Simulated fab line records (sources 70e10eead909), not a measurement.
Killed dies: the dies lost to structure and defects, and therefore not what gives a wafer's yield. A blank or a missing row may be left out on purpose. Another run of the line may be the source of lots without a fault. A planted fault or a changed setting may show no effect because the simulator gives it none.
fab line records | flow nandHarc | part 2 of 2: steps 5 to 6 of 6
[record] lots = 18 | wafers = 54 | lastDay = 33
route steps=1302 shown A_SGD_CUT@907 A_SLIT@938 A_CONTACT@1000
lots untouched by any fault: they come from a run of this same line in which no faults occurred
startH: hours from the record's opening day to when the first of the lot's shown wafers began | waitH: how many hours have passed since the lot's step before this one | " as in the row above | L1.1+2: a row that stands for several wafers | - no value, or no start was given | * or withheld: withheld | < > ~ a bound
route shown NAME@n: a module of which the file shows steps, and the number in the route of the first | usual: mean/standard deviation taken from wafers without a fault | same: alike in all rows | chamber/n: place in a boat | sites: readings site by site | _std_site: the standard deviation of these | _edge_site: the outer-site mean with the inner-site mean subtracted | radiusMm: how far each site lies from the wafer's centre | mask NAME#n: copy n | behind: the last tool/chamber to shape the wafer | hold: what put the lot on hold/how long, in hours/how the hold closed | device: whichever transistor did not switch (one of n, p or np) | end of line: the tests these same wafers got at the end of their route | a step with no rows: only its recipe | killed: not the wafer's yield, but the dies lost to structure and defects at the first sort | map: dies across one wafer; x = killed, . = not, _ = none there
set.NAME: the setting that was run; set.NAME@STEP: the one run at that earlier step | model.NAME: the simulator's own value behind a step, which no gauge read
the route's steps for a sample of lots (tables are steps, rows are wafers)
services: from which hour (startH, from the record's first day; less than 0 if before it) a tool's chamber was out of use, for how many hours, and why
[[steps]]
[step NHARC_A_CONTACT_ETCH_50]
[recipe] targetDepthA = 1210 | timeS = 60.5 | cf4FlowSccm = 100 | chf3FlowSccm = 30 | arFlowSccm = 0 | rfW = 500 | biasW = 200 | chemistry = CF4/CHF3
[usual] biasW = 200.0/0.62 | drypumpMotorCurrentA = 5.8/0.44 | oesProductAu = 0.955/0.022 | rfFwdPowerW = 494.9/2.1 | rfVppV = 369.5/2 | showerheadPlenumPTorr = 1.54/0.054 | throttleValvePct = 16.802/0.009
lot.wafer | tool       | chamber | startH | waitH | biasW | drypumpMotorCurrentA | oesProductAu | rfFwdPowerW | rfHoursCounterH | rfVppV | showerheadPlenumPTorr | throttleValvePct
L075.3    | rieDiel-13 | 0       | -      | -     | 200.0 | 5.4                  | 0.929        | 496.8       | 43              | 372.6  | 1.60                  | 16.800
L075.2    | "          | 1       | "      | "     | 200.3 | 5.3                  | 0.913        | 496.9       | 45              | 374.0  | 1.66                  | 16.814
L075.5    | "          | 1       | "      | "     | 200.6 | 5.3                  | 0.918        | 493.4       | -               | 374.7  | 1.66                  | 16.808
L076.4    | rieDiel-12 | 0       | -      | -     | 200.7 | 5.2                  | 0.962        | 497.1       | 7               | 369.2  | 1.49                  | 16.790
L076.2    | "          | 2       | "      | "     | 199.3 | 6.3                  | 0.988        | 495.5       | 7               | 366.3  | 1.49                  | 16.791
L076.6    | "          | 0       | "      | "     | 200.3 | 5.2                  | 0.968        | 495.7       | -               | 366.9  | 1.49                  | 16.808
L074.1    | rieDiel-13 | 1       | -      | -     | 199.7 | 5.3                  | 0.916        | 496.5       | 48              | 372.3  | 1.66                  | 16.795
L074.6    | "          | 0       | "      | "     | 201.4 | 5.4                  | 0.918        | 497.5       | -               | 370.2  | 1.60                  | 16.819
L074.5    | "          | 1       | "      | "     | 200.2 | 5.3                  | 0.920        | 497.3       | -               | 372.8  | 1.66                  | 16.818
L079.1    | rieDiel-13 | 2       | -      | -     | 199.5 | 5.7                  | 0.971        | 498.6       | 9               | 369.5  | 1.54                  | 16.796
L079.2    | "          | 0       | "      | "     | 200.4 | 5.4                  | 0.948        | 498.4       | 8               | 370.9  | 1.59                  | 16.812
L079.5    | "          | 2       | "      | "     | 199.3 | 5.7                  | 0.975        | 496.3       | -               | 370.0  | 1.54                  | 16.783
L082.2    | rieDiel-12 | 2       | -      | -     | 200.5 | 6.3                  | 0.956        | 497.1       | 15              | 367.9  | 1.48                  | 16.806
L082.1    | "          | 3       | "      | "     | 200.1 | 5.7                  | 0.933        | 494.8       | 14              | 372.3  | 1.60                  | 16.790
L082.5    | "          | 2       | "      | "     | 200.3 | 6.4                  | 0.967        | 495.2       | -               | 367.9  | 1.48                  | 16.802
L080.2    | rieDiel-12 | 2       | -      | -     | 199.0 | 6.3                  | 0.980        | 493.6       | 16              | 367.9  | 1.48                  | 16.795
L080.3    | "          | 3       | "      | "     | 199.0 | 5.7                  | 0.964        | 493.2       | 16              | 370.8  | 1.60                  | 16.808
L080.5    | "          | 3       | "      | "     | 200.0 | 5.7                  | 0.970        | 493.5       | -               | 370.5  | 1.60                  | 16.793
L081.2    | rieDiel-12 | 0       | -      | -     | 200.0 | 5.2                  | 0.983        | 496.2       | 16              | 367.1  | 1.48                  | 16.801
L081.4    | "          | 2       | "      | "     | 199.9 | 6.4                  | 0.975        | 493.0       | -               | 369.1  | 1.48                  | 16.808
L081.6    | "          | 3       | "      | "     | 200.4 | 5.6                  | 0.982        | 490.8       | -               | 372.7  | 1.60                  | 16.799
L083.2    | rieDiel-12 | 2       | -      | -     | 199.5 | 6.3                  | 0.969        | 493.8       | 24              | 367.1  | 1.48                  | 16.791
L083.4    | "          | 0       | "      | "     | 200.6 | 5.2                  | 0.978        | 495.8       | 22              | 367.4  | 1.48                  | 16.802
L083.6    | "          | 3       | "      | "     | 199.8 | 5.7                  | 0.952        | 493.9       | -               | 371.4  | 1.60                  | 16.807
L084.3    | rieDiel-12 | 0       | -      | -     | 200.5 | 5.2                  | 0.970        | 496.4       | 24              | 366.1  | 1.48                  | 16.793
L084.4    | "          | 1       | "      | "     | 200.7 | 5.8                  | 0.982        | 495.0       | 19              | 368.9  | 1.51                  | 16.803
L084.5    | "          | 2       | "      | "     | 199.5 | 6.3                  | 0.987        | 496.8       | -               | 367.2  | 1.48                  | 16.796
L085.2    | rieDiel-12 | 3       | -      | -     | 199.2 | 5.7                  | 0.959        | 494.6       | 26              | 370.7  | 1.60                  | 16.799
L085.4    | "          | 0       | "      | "     | 199.8 | 5.2                  | 0.987        | 497.1       | 25              | 368.3  | 1.48                  | 16.796
L085.6    | "          | 2       | "      | "     | 200.5 | 6.4                  | 0.960        | 492.8       | -               | 367.3  | 1.48                  | 16.814
L086.3    | rieDiel-12 | 3       | -      | -     | 200.9 | 5.7                  | 0.961        | 492.1       | 31              | 370.8  | 1.59                  | 16.812
L086.5    | "          | 2       | "      | "     | 199.8 | 6.3                  | 0.977        | 497.1       | -               | 368.2  | 1.48                  | 16.796
L086.6    | "          | 3       | "      | "     | 202.1 | 5.7                  | 0.964        | 491.0       | -               | 371.0  | 1.59                  | 16.804
L088.1    | rieDiel-03 | 0       | -      | -     | 199.7 | 6.4                  | 0.924        | 497.6       | 61              | 364.8  | 1.46                  | 16.811
L088.5    | "          | 2       | "      | "     | 199.9 | 6.2                  | 0.934        | 490.8       | -               | 368.2  | 1.53                  | 16.798
L088.6    | "          | 3       | "      | "     | 199.7 | 6.0                  | 0.928        | 492.7       | -               | 370.1  | 1.56                  | 16.808
L089.4    | rieDiel-13 | 0       | -      | -     | 200.9 | 5.4                  | 0.923        | 495.0       | 35              | 372.5  | 1.59                  | 16.798
L089.3    | "          | 2       | "      | "     | 200.4 | 5.8                  | 0.929        | 495.3       | 32              | 368.7  | 1.54                  | 16.788
L089.5    | "          | 0       | "      | "     | 200.1 | 5.4                  | 0.907        | 496.9       | -               | 371.3  | 1.59                  | 16.798
L087.4    | rieDiel-12 | 3       | -      | -     | 199.8 | 5.7                  | 0.967        | 494.7       | 1               | 371.9  | 1.59                  | 16.807
L087.3    | "          | 1       | "      | "     | 200.6 | 5.8                  | 0.989        | 499.2       | 1               | 367.9  | 1.51                  | 16.789
L087.2    | "          | 2       | "      | "     | 199.4 | 6.3                  | 0.979        | 496.0       | 1               | 367.5  | 1.48                  | 16.802
L090.4    | rieDiel-12 | 0       | -      | -     | 199.9 | 5.2                  | 0.956        | 497.4       | 2               | 367.4  | 1.48                  | 16.788
L090.2    | "          | 2       | "      | "     | 201.1 | 6.3                  | 0.960        | 495.3       | 2               | 366.4  | 1.48                  | 16.798
L090.3    | "          | 3       | "      | "     | 201.1 | 5.7                  | 0.948        | 494.5       | 2               | 372.8  | 1.59                  | 16.799
L091.2    | rieDiel-13 | 0       | -      | -     | 201.1 | 5.4                  | 0.904        | 496.8       | 48              | 371.4  | 1.58                  | 16.785
L091.4    | "          | 1       | "      | "     | 200.6 | 5.4                  | 0.914        | 494.8       | 49              | 370.8  | 1.65                  | 16.815
L091.6    | "          | 3       | "      | "     | 199.9 | 6.3                  | 0.915        | 492.4       | -               | 370.1  | 1.58                  | 16.813
L096.4    | rieDiel-13 | 1       | -      | -     | 199.3 | 5.3                  | 0.970        | 493.2       | 3               | 372.9  | 1.64                  | 16.807
L096.3    | "          | 2       | "      | "     | 200.7 | 5.7                  | 0.975        | 495.7       | 5               | 369.3  | 1.53                  | 16.808
L096.5    | "          | 0       | "      | "     | 199.1 | 5.4                  | 0.950        | 495.1       | -               | 371.6  | 1.58                  | 16.788
L097.4    | rieDiel-12 | 1       | -      | -     | 200.6 | 5.8                  | 0.983        | 494.0       | 17              | 369.1  | 1.51                  | 16.823
L097.3    | "          | 2       | "      | "     | 200.1 | 6.3                  | 0.957        | 495.3       | 15              | 366.2  | 1.48                  | 16.796
L097.5    | "          | 3       | "      | "     | 200.7 | 5.6                  | 0.972        | 496.4       | -               | 372.4  | 1.59                  | 16.793
[step NHARC_A_CONTACT_ETCH_51]
[recipe] targetDepthA = 70000 | overEtchFrac = 0.3 | timeS = 1820 | ionEnergyEv = 150 | o2FlowSccm = 400 | cosFlowSccm = 20 | arFlowSccm = 0 | rfW = 500 | biasW = 300 | chemistry = O2/COS
[usual] biasW = 299.9/0.95 | drypumpMotorCurrentA = 5.8/0.43 | oesProductAu = 1.002/0.01 | rfFwdPowerW = 499.7/1.5 | rfVppV = 313.3/1.8 | showerheadPlenumPTorr = 3.06/0.11 | throttleValvePct = 28.330/0.0085
lot.wafer | tool       | chamber | startH | waitH | biasW | drypumpMotorCurrentA | oesProductAu | rfFwdPowerW | rfHoursCounterH | rfVppV | showerheadPlenumPTorr | throttleValvePct
L075.3    | rieDiel-13 | 2       | -      | -     | 299.4 | 5.7                  | 1.000        | 498.7       | 43              | 313.3  | 3.06                  | 28.338
L075.2    | "          | 0       | "      | "     | 299.3 | 5.4                  | 1.000        | 499.0       | 43              | 314.4  | 3.17                  | 28.318
L075.5    | "          | 2       | "      | "     | 299.5 | 5.7                  | 1.000        | 499.9       | -               | 313.0  | 3.07                  | 28.337
L076.2    | rieDiel-12 | 2       | -      | -     | 301.2 | 6.4                  | 1.005        | 498.9       | 7               | 312.1  | 2.95                  | 28.324
L076.4    | "          | 0       | "      | "     | 299.5 | 5.2                  | 1.000        | 502.3       | 7               | 310.8  | 2.95                  | 28.303
L076.6    | "          | 3       | "      | "     | 299.9 | 5.7                  | 0.992        | 503.3       | -               | 314.7  | 3.17                  | 28.323
L074.1    | rieDiel-13 | 1       | -      | -     | 299.8 | 5.4                  | 0.990        | 499.2       | 49              | 315.9  | 3.29                  | 28.327
L074.5    | "          | 3       | "      | "     | 297.8 | 6.4                  | 1.015        | 498.5       | -               | 315.4  | 3.16                  | 28.329
L074.6    | "          | 0       | "      | "     | 300.9 | 5.4                  | 0.996        | 500.7       | -               | 314.5  | 3.17                  | 28.339
L079.2    | rieDiel-13 | 2       | -      | -     | 300.1 | 5.8                  | 1.005        | 502.3       | 10              | 311.8  | 3.06                  | 28.328
L079.1    | "          | 3       | "      | "     | 300.3 | 6.3                  | 1.006        | 502.8       | 10              | 314.8  | 3.15                  | 28.334
L079.5    | "          | 1       | "      | "     | 299.1 | 5.4                  | 1.000        | 497.7       | -               | 315.1  | 3.29                  | 28.338
L082.2    | rieDiel-12 | 0       | -      | -     | 298.5 | 5.2                  | 1.014        | 499.7       | 15              | 311.6  | 2.95                  | 28.319
L082.1    | "          | 1       | "      | "     | 300.3 | 5.9                  | 1.009        | 499.6       | 15              | 314.3  | 3.00                  | 28.329
L082.5    | "          | 2       | "      | "     | 300.4 | 6.4                  | 1.020        | 500.0       | -               | 311.9  | 2.94                  | 28.319
L080.3    | rieDiel-12 | 2       | -      | -     | 299.2 | 6.4                  | 1.006        | 502.5       | 16              | 312.3  | 2.94                  | 28.329
L080.2    | "          | 0       | "      | "     | 301.6 | 5.2                  | 1.003        | 499.3       | 15              | 311.7  | 2.95                  | 28.324
L080.5    | "          | 2       | "      | "     | 299.9 | 6.4                  | 1.011        | 501.3       | -               | 310.3  | 2.94                  | 28.307
L081.2    | rieDiel-12 | 3       | -      | -     | 299.0 | 5.7                  | 0.989        | 497.0       | 18              | 314.4  | 3.17                  | 28.324
L081.4    | "          | 2       | "      | "     | 300.8 | 6.3                  | 1.007        | 499.8       | -               | 311.5  | 2.94                  | 28.333
L081.6    | "          | 3       | "      | "     | 299.3 | 5.7                  | 0.991        | 497.6       | -               | 314.9  | 3.17                  | 28.330
L083.2    | rieDiel-12 | 0       | -      | -     | 299.6 | 5.2                  | 1.003        | 502.4       | 23              | 310.2  | 2.94                  | 28.321
L083.4    | "          | 2       | "      | "     | 300.8 | 6.3                  | 1.005        | 499.2       | 24              | 310.9  | 2.94                  | 28.327
L083.6    | "          | 3       | "      | "     | 298.7 | 5.7                  | 0.990        | 500.0       | -               | 315.0  | 3.17                  | 28.335
L084.3    | rieDiel-12 | 1       | -      | -     | 299.5 | 5.8                  | 1.002        | 498.7       | 19              | 313.3  | 3.00                  | 28.344
L084.4    | "          | 2       | "      | "     | 299.2 | 6.4                  | 1.012        | 501.6       | 26              | 311.4  | 2.94                  | 28.330
L084.5    | "          | 1       | "      | "     | 299.9 | 5.8                  | 1.013        | 498.4       | -               | 312.3  | 3.00                  | 28.353
L085.2    | rieDiel-12 | 2       | -      | -     | 301.5 | 6.4                  | 1.007        | 502.5       | 26              | 311.6  | 2.94                  | 28.349
L085.4    | "          | 3       | "      | "     | 300.2 | 5.7                  | 0.996        | 499.9       | 26              | 314.9  | 3.17                  | 28.340
L085.6    | "          | 2       | "      | "     | 299.3 | 6.4                  | 1.008        | 499.3       | -               | 312.0  | 2.94                  | 28.334
L086.3    | rieDiel-12 | 3       | -      | -     | 300.4 | 5.7                  | 0.989        | 500.2       | 31              | 315.9  | 3.16                  | 28.330
L086.6    | "          | 2       | "      | "     | 300.3 | 6.4                  | 1.001        | 500.0       | -               | 312.1  | 2.94                  | 28.324
L086.5    | "          | 3       | "      | "     | 300.5 | 5.7                  | 0.989        | 500.7       | -               | 314.8  | 3.16                  | 28.327
L089.3    | rieDiel-13 | 1       | -      | -     | 301.2 | 5.3                  | 0.988        | 497.7       | 34              | 315.2  | 3.27                  | 28.330
L089.4    | "          | 0       | "      | "     | 300.9 | 5.4                  | 0.988        | 498.1       | 36              | 315.0  | 3.15                  | 28.322
L089.5    | "          | 2       | "      | "     | 299.3 | 5.7                  | 0.991        | 498.5       | -               | 312.9  | 3.05                  | 28.333
L088.1    | rieDiel-03 | 0       | -      | -     | 300.1 | 6.4                  | 1.016        | 499.0       | 61              | 311.1  | 2.90                  | 28.340
L088.5    | "          | 3       | "      | "     | 300.8 | 6.0                  | 1.008        | 501.5       | -               | 315.1  | 3.10                  | 28.325
L088.6    | "          | 0       | "      | "     | 299.0 | 6.4                  | 1.016        | 501.5       | -               | 311.0  | 2.90                  | 28.317
L087.3    | rieDiel-12 | 0       | -      | -     | 299.3 | 5.2                  | 1.003        | 498.9       | 2               | 311.6  | 2.94                  | 28.326
L087.4    | "          | 1       | "      | "     | 300.6 | 5.8                  | 1.006        | 500.1       | 1               | 312.8  | 3.00                  | 28.336
L087.2    | "          | 3       | "      | "     | 300.4 | 5.7                  | 0.985        | 498.4       | 2               | 316.4  | 3.16                  | 28.321
L090.3    | rieDiel-12 | 0       | -      | -     | 300.8 | 5.2                  | 1.021        | 496.8       | 3               | 311.3  | 2.94                  | 28.333
L090.2    | "          | 2       | "      | "     | 300.8 | 6.4                  | 1.000        | 498.7       | 2               | 311.3  | 2.93                  | 28.338
L090.4    | "          | 3       | "      | "     | 301.8 | 5.7                  | 1.007        | 499.6       | 2               | 314.0  | 3.16                  | 28.331
L091.2    | rieDiel-13 | 0       | -      | -     | 299.2 | 5.4                  | 0.972        | 498.5       | 49              | 313.2  | 3.14                  | 28.324
L091.4    | "          | 2       | "      | "     | 300.2 | 5.8                  | 0.996        | 499.7       | 48              | 313.2  | 3.04                  | 28.331
L091.6    | "          | 0       | "      | "     | 299.1 | 5.4                  | 0.973        | 501.2       | -               | 314.9  | 3.14                  | 28.310
L096.3    | rieDiel-13 | 1       | -      | -     | 299.3 | 5.4                  | 0.993        | 502.6       | 4               | 316.2  | 3.26                  | 28.327
L096.4    | "          | 3       | "      | "     | 298.3 | 6.3                  | 0.981        | 500.2       | 6               | 313.3  | 3.13                  | 28.343
L096.5    | "          | 0       | "      | "     | 300.2 | 5.4                  | 0.987        | 500.4       | -               | 314.4  | 3.13                  | 28.341
L097.4    | rieDiel-12 | 1       | -      | -     | 299.8 | 5.8                  | 1.008        | 500.0       | 17              | 314.1  | 2.99                  | 28.319
L097.3    | "          | 3       | "      | "     | 300.3 | 5.7                  | 0.989        | 500.2       | 18              | 314.5  | 3.15                  | 28.324
L097.5    | "          | 0       | "      | "     | 300.1 | 5.2                  | 1.008        | 501.5       | -               | 312.1  | 2.93                  | 28.305
[[services]]
tool       | chamber | startH | hours | kind
rieDiel-12 | 2       | 424.71 | 9.7   | repair
rieDiel-11 | -       | 432.50 | 9.0   | pm
rieDiel-12 | -       | 445.40 | 9.0   | pm
rieDiel-08 | 2       | 462.19 | 1.4   | repair
rieDiel-13 | 0       | 463.10 | 2.8   | repair
rieDiel-11 | -       | 468.65 | 0.8   | repair
rieDiel-08 | 0       | 486.65 | 49.6  | repair
rieDiel-08 | 3       | 488.51 | 2.7   | repair
rieDiel-11 | 3       | 494.17 | 3.7   | repair
rieDiel-11 | -       | 510.07 | 1.7   | repair
rieDiel-13 | -       | 519.01 | 9.0   | pm
rieDiel-08 | -       | 544.81 | 9.0   | pm
rieDiel-11 | 0       | 556.27 | 22.8  | repair
rieDiel-08 | 3       | 558.14 | 11.4  | repair
rieDiel-11 | 2       | 574.22 | 5.0   | repair
rieDiel-08 | 3       | 597.89 | 8.8   | repair
rieDiel-11 | -       | 609.50 | 9.0   | pm
rieDiel-12 | -       | 622.40 | 9.0   | pm
rieDiel-11 | -       | 625.14 | 0.3   | repair
rieDiel-11 | 1       | 651.62 | 2.1   | repair
rieDiel-13 | -       | 696.01 | 9.0   | pm
rieDiel-08 | 3       | 700.68 | 13.6  | repair
rieDiel-12 | 2       | 715.95 | 3.5   | repair
rieDiel-13 | 0       | 725.05 | 1.8   | repair
